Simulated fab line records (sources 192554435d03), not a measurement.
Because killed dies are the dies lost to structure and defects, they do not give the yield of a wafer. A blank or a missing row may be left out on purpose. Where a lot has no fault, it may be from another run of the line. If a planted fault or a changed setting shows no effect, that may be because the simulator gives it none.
Split-lot trial ; flow n5Finfet ; on a route of 1938 steps: 7 lots, 21 wafers read

## ON THE SPLIT
At N5_BEOL_M1_EXPOSE_25 (exposes mask V0, defocus 5 nm, target cd 24 nm), the setting doseMj was moved away from the recipe's 63 on 7 of the 21 wafers read, by -4.3% to +5.1%. This setting was run at the recipe's value on the other wafers.

## FROM THE SPLIT TO THE READING: what the file shows between them, 2 steps
- N5_BEOL_M1_PEB_26: peb time 60 s
- N5_BEOL_M1_DEVELOP_27: develop time 30 s

## THE READING
cdNm, in nm, at N5_BEOL_M1_CD_MEAS_28 (target cd y 23.3 nm). On this fab line, fault-free wafers typically give 23.87 nm with a standard deviation of 0.27 nm.

wafer;tool, chamber at the split;doseMj as run;against the recipe;cdNm, nm;against lot-mates on the recipe
L074.1;euvScanner-02, 0;63;recipe;24.21;-
L074.4;euvScanner-02, 0;63;recipe;24.06;-
L074.6;euvScanner-02, 0;63;recipe;23.91;-
L079.1;euvScanner-02, 0;63;recipe;23.76;-
L079.2;euvScanner-02, 0;63;recipe;23.98;-
L079.3;euvScanner-02, 0;65.28;+3.6%;24.74;+0.87
L080.1;euvScanner-02, 0;61.64;-2.2%;23.11;-0.49
L080.2;euvScanner-02, 0;63;recipe;23.60;-
L080.3;euvScanner-02, 0;61.64;-2.2%;23.33;-0.27
L082.2;euvScanner-01, 0;65.99;+4.7%;24.78;+0.93
L082.3;euvScanner-01, 0;63;recipe;23.95;-
L082.5;euvScanner-01, 0;63;recipe;23.75;-
L085.1;euvScanner-01, 0;63;recipe;24.10;-
L085.3;euvScanner-01, 0;60.32;-4.3%;22.88;-1.26
L085.4;euvScanner-01, 0;63;recipe;24.18;-
L086.1;euvScanner-02, 0;63;recipe;23.51;-
L086.5;euvScanner-02, 0;63;recipe;23.80;-
L086.6;euvScanner-02, 0;61.47;-2.4%;23.49;-0.17
L089.4;euvScanner-02, 0;63;recipe;23.78;-
L089.5;euvScanner-02, 0;66.19;+5.1%;24.64;+0.84
L089.6;euvScanner-02, 0;63;recipe;23.83;-

THE FIT
A straight line over all 21 wafers: cdNm changes by +0.205 nm for each +1% of doseMj; r = +0.91; the points scatter about the line by 0.2 nm.
The same after taking each lot's own level away (the mean of its wafers on the recipe; 21 wafers): +0.203 nm for each +1%; r = +0.94; scatter 0.16 nm.
According to that fit, moving doseMj by its largest amount changes the reading by 1 nm.
Across the lots, their own levels run from 23.600 to 24.140 nm, a range of 2.0 times the standard deviation given above.
So the lot-to-lot level changes the slope little: the two slopes agree.
Check: for one of the wafers moved furthest among these (+5.1%), held out of the fit, the line's prediction against its lot-mates is +1.11 nm. Against them it came out at +0.835 nm.

## FURTHER SPLITS ON THESE WAFERS
These wafers also went through other splits before the reading. Each is held against what the fit with the lots' levels taken away leaves over:
other split on the same wafers;wafers away from the commonest value;r with cdNm (lot level and that fit taken away)
N5_MOL_CONTACT_COAG_EXPOSE_05 doseMj;8;-0.44
N5_MOL_CONTACT_COAG_ETCH_91 timeS;5;+0.11
N5_BEOL_M0_CUTY_EXPOSE_54 doseMj;5;-0.23
N5_BEOL_M0_CUTY_DESCUM_61 timeS;8;-0.25

## FILE'S OWN FIT
cdNm changes by +0.205 nm for each +1% of doseMj, r = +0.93.
